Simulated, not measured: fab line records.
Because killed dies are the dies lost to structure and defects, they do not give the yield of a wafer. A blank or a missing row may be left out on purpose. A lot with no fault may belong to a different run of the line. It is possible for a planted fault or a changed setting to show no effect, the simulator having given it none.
Chamber matching -- flow n5_finfet -- 4 sister chambers for N5_BEOL_M3_STRIP_36 on rie_diel-04
The step strips in N2/H2. 4 wafers are shown with their chamber, then 8 later ones without.

WAFERS, EACH WITH ITS CHAMBER
wafer,chamber,showerhead_plenum_p_Torr (Torr)
L076.4,1,2.64
L085.2,0,2.39
L085.3,3,2.62
L088.2,2,2.52

WAFERS WITHOUT THEIR CHAMBER
wafer,showerhead_plenum_p_Torr (Torr)
L088.3,2.62
L088.5,2.52
L087.2,2.62
L087.3,2.38
L087.5,2.38
L094.2,2.63
L094.5,2.62
L094.6,2.63

WHICH CHAMBER EACH ONE RAN IN
wafer,from the rows above,in truth
L088.3,3,3
L088.5,2,2
L087.2,3,3
L087.3,0,0
L087.5,0,0
L094.2,can't be placed: 3 or 1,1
L094.5,3,3
L094.6,can't be placed: 3 or 1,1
Placed correctly: 6 of 8. Not placeable from these rows: 2 (in 2, the candidates include the true chamber). Number placed wrongly: 0.
How it was worked out, from the rows above alone: a wafer's distance from a chamber is the root of the sum, over the readings, of the square of ((its reading less the chamber's mean) divided by the reading's scatter). The wafer belongs to the nearest chamber; if the next one is less than 2 further off, it can't be placed. The mean given for a chamber averages the wafers shown for that chamber. The scatter (one wafer shown for each chamber): square how far every hidden wafer sits from the nearest shown wafer, average those squares and take the square root.
